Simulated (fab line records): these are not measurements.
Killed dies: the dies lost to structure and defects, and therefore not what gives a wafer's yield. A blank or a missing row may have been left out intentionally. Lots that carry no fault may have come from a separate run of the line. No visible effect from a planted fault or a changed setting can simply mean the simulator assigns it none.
Matching of chambers :: flow nand harc :: NHARC_A_CHANNEL_HOLE_D1_ETCH_38 on rie diel-01 has 4 sister chambers
The step etches the open film in CF4, target depth 39 nm, time 65 s. 33 wafers are shown with their chamber, then 12 later ones without.

EACH WAFER AND ITS CHAMBER
wafer: L075.1
chamber: 1
drypump motor current A (A): 5.3
rf vpp V (V): 152.3
oes product au (a.u.): 1.003

wafer: L075.2
chamber: 0
drypump motor current A (A): 5.5
rf vpp V (V): 153.9
oes product au (a.u.): 0.990

wafer: L075.4
chamber: 3
drypump motor current A (A): 5.4
rf vpp V (V): 150.8
oes product au (a.u.): 1.006

wafer: L075.3
chamber: 3
drypump motor current A (A): 5.5
rf vpp V (V): 151.9
oes product au (a.u.): 0.994

wafer: L075.5
chamber: 0
drypump motor current A (A): 5.5
rf vpp V (V): 152.0
oes product au (a.u.): 0.998

wafer: L075.6
chamber: 1
drypump motor current A (A): 5.3
rf vpp V (V): 151.1
oes product au (a.u.): 0.993

wafer: L076.1
chamber: 3
drypump motor current A (A): 5.4
rf vpp V (V): 152.3
oes product au (a.u.): 0.993

wafer: L076.4
chamber: 3
drypump motor current A (A): 5.4
rf vpp V (V): 153.7
oes product au (a.u.): 0.993

wafer: L076.6
chamber: 0
drypump motor current A (A): 5.5
rf vpp V (V): 152.2
oes product au (a.u.): 0.996

wafer: L077.1
chamber: 0
drypump motor current A (A): 5.6
rf vpp V (V): 152.5
oes product au (a.u.): 0.993

wafer: L077.3
chamber: 1
drypump motor current A (A): 5.4
rf vpp V (V): 150.7
oes product au (a.u.): 1.017

wafer: L077.5
chamber: 1
drypump motor current A (A): 5.3
rf vpp V (V): 151.3
oes product au (a.u.): 1.005

wafer: L080.1
chamber: 2
drypump motor current A (A): 5.3
rf vpp V (V): 154.2
oes product au (a.u.): 0.991

wafer: L080.2
chamber: 1
drypump motor current A (A): 5.3
rf vpp V (V): 152.3
oes product au (a.u.): 1.010

wafer: L080.3
chamber: 3
drypump motor current A (A): 5.4
rf vpp V (V): 153.0
oes product au (a.u.): 1.000

wafer: L084.1
chamber: 3
drypump motor current A (A): 5.4
rf vpp V (V): 152.2
oes product au (a.u.): 0.991

wafer: L084.4
chamber: 0
drypump motor current A (A): 5.6
rf vpp V (V): 154.1
oes product au (a.u.): 0.997

wafer: L084.5
chamber: 0
drypump motor current A (A): 5.5
rf vpp V (V): 152.8
oes product au (a.u.): 1.006

wafer: L084.2
chamber: 1
drypump motor current A (A): 5.4
rf vpp V (V): 150.8
oes product au (a.u.): 0.995

wafer: L084.3
chamber: 2
drypump motor current A (A): 5.3
rf vpp V (V): 154.3
oes product au (a.u.): 1.000

wafer: L084.6
chamber: 3
drypump motor current A (A): 5.4
rf vpp V (V): 151.5
oes product au (a.u.): 1.005

wafer: L088.4
chamber: 0
drypump motor current A (A): 5.5
rf vpp V (V): 152.7
oes product au (a.u.): 1.001

wafer: L088.5
chamber: 0
drypump motor current A (A): 5.5
rf vpp V (V): 151.4
oes product au (a.u.): 0.994

wafer: L088.6
chamber: 1
drypump motor current A (A): 5.4
rf vpp V (V): 151.0
oes product au (a.u.): 0.993

wafer: L088.1
chamber: 1
drypump motor current A (A): 5.3
rf vpp V (V): 151.1
oes product au (a.u.): 1.012

wafer: L088.2
chamber: 3
drypump motor current A (A): 5.4
rf vpp V (V): 151.9
oes product au (a.u.): 1.001

wafer: L088.3
chamber: 2
drypump motor current A (A): 5.3
rf vpp V (V): 153.2
oes product au (a.u.): 0.993

wafer: L091.2
chamber: 2
drypump motor current A (A): 5.3
rf vpp V (V): 152.8
oes product au (a.u.): 0.984

wafer: L091.4
chamber: 3
drypump motor current A (A): 5.4
rf vpp V (V): 151.4
oes product au (a.u.): 0.997

wafer: L091.6
chamber: 0
drypump motor current A (A): 5.5
rf vpp V (V): 152.1
oes product au (a.u.): 0.989

wafer: L093.1
chamber: 0
drypump motor current A (A): 5.6
rf vpp V (V): 153.0
oes product au (a.u.): 1.003

wafer: L093.2
chamber: 2
drypump motor current A (A): 5.3
rf vpp V (V): 151.4
oes product au (a.u.): 0.998

wafer: L093.3
chamber: 3
drypump motor current A (A): 5.4
rf vpp V (V): 150.9
oes product au (a.u.): 1.005

SIGNATURES, as means of the wafers listed above
reading: drypump motor current A
chamber 0: 5.530
chamber 1: 5.338
chamber 2: 5.300
chamber 3: 5.410
scatter within a chamber: 0.041

reading: rf vpp V
chamber 0: 152.670
chamber 1: 151.325
chamber 2: 153.180
chamber 3: 151.960
scatter within a chamber: 0.871

reading: oes product au
chamber 0: 0.99670
chamber 1: 1.00350
chamber 2: 0.99320
chamber 3: 0.99850
scatter within a chamber: 0.00672
Rule: a wafer's distance from a chamber is the root of the sum, over the readings, of the square of ((its reading less the chamber's mean) divided by the reading's scatter). If the next closest chamber is less than 2 further off than the closest, the wafer can't be placed; otherwise it belongs to the closest. The scatter: take each reading less its chamber's mean, square it, sum over the shown wafers, divide by the number of wafers less the number of chambers, and take the root.

WAFERS WHOSE CHAMBER IS MISSING
wafer: L092.2
drypump motor current A (A): 5.3
rf vpp V (V): 151.1
oes product au (a.u.): 0.995

wafer: L092.3
drypump motor current A (A): 5.4
rf vpp V (V): 151.4
oes product au (a.u.): 1.000

wafer: L092.6
drypump motor current A (A): 5.4
rf vpp V (V): 152.1
oes product au (a.u.): 0.996

wafer: L095.2
drypump motor current A (A): 5.3
rf vpp V (V): 151.1
oes product au (a.u.): 0.991

wafer: L095.4
drypump motor current A (A): 5.4
rf vpp V (V): 152.3
oes product au (a.u.): 0.990

wafer: L095.6
drypump motor current A (A): 5.3
rf vpp V (V): 150.7
oes product au (a.u.): 0.994

wafer: L096.2
drypump motor current A (A): 5.3
rf vpp V (V): 152.1
oes product au (a.u.): 0.996

wafer: L096.3
drypump motor current A (A): 5.3
rf vpp V (V): 154.3
oes product au (a.u.): 0.981

wafer: L096.5
drypump motor current A (A): 5.5
rf vpp V (V): 151.5
oes product au (a.u.): 0.994

wafer: L097.1
drypump motor current A (A): 5.5
rf vpp V (V): 152.9
oes product au (a.u.): 1.010

wafer: L097.2
drypump motor current A (A): 5.4
rf vpp V (V): 150.7
oes product au (a.u.): 0.990

wafer: L097.6
drypump motor current A (A): 5.4
rf vpp V (V): 150.7
oes product au (a.u.): 1.011

WHICH CHAMBER EACH ONE RAN IN
wafer: L092.2
from the rows above: can't be placed: 1 or 2 or 3
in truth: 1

wafer: L092.3
from the rows above: can't be placed: 3 or 1
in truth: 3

wafer: L092.6
from the rows above: can't be placed: 3 or 1
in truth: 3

wafer: L095.2
from the rows above: can't be placed: 1 or 2 or 3
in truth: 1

wafer: L095.4
from the rows above: can't be placed: 3 or 2 or 1
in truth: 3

wafer: L095.6
from the rows above: can't be placed: 1 or 2 or 3
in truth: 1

wafer: L096.2
from the rows above: can't be placed: 2 or 1 or 3
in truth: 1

wafer: L096.3
from the rows above: 2
in truth: 2

wafer: L096.5
from the rows above: can't be placed: 0 or 3
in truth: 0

wafer: L097.1
from the rows above: can't be placed: 0 or 3
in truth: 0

wafer: L097.2
from the rows above: can't be placed: 3 or 1 or 2
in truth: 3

wafer: L097.6
from the rows above: can't be placed: 1 or 3
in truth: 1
Correctly placed: 1 of 12. From these rows, 11 cannot be placed; in 11 the true chamber is one of the candidates. Number placed wrongly: 0.
